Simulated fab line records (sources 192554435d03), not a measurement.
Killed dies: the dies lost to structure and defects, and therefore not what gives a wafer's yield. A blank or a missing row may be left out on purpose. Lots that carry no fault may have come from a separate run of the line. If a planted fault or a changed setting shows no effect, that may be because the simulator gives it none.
Chamber matching -- flow n5 finfet -- N5_HKMG_FIN_ALD_75 on ald hk-03 has 4 sister chambers
The step deposits Al2O3, target thk 1 nm, co reactant pulse time 1 s. 4 wafers are shown with their chamber, then 9 later ones without.

## WAFERS, EACH WITH ITS CHAMBER
wafer,chamber,heater power w (W)
L082.2,3,151
L085.4,2,151
L085.5,1,133
L085.6,0,177

## WAFERS MISSING THEIR CHAMBER
wafer,heater power w (W)
L086.1,143
L086.4,148
L086.5,150
L087.1,133
L087.3,179
L087.6,135
L096.3,180
L096.4,149
L096.6,148

## WHICH CHAMBER EACH ONE RAN IN
wafer,from the rows above,in truth
L086.1,can't be placed: 2 or 3 or 1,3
L086.4,can't be placed: 2 or 3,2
L086.5,can't be placed: 2 or 3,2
L087.1,1,1
L087.3,0,0
L087.6,1,1
L096.3,0,0
L096.4,can't be placed: 2 or 3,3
L096.6,can't be placed: 2 or 3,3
Correctly placed: 4 of 9. Can't be placed from these rows: 5 (the true chamber is among the candidates in 5). Number placed wrongly: 0.
How it was worked out, from the rows above alone: a wafer's distance from a chamber is the root of the sum, over the readings, of the square of ((its reading less the chamber's mean) divided by the reading's scatter). The wafer belongs to the nearest chamber; if the next one is less than 2 further off, it can't be placed. A chamber's mean is the mean of its shown wafers. The scatter (one wafer shown for each chamber): square how far every hidden wafer sits from the nearest shown wafer, average those squares and take the square root.
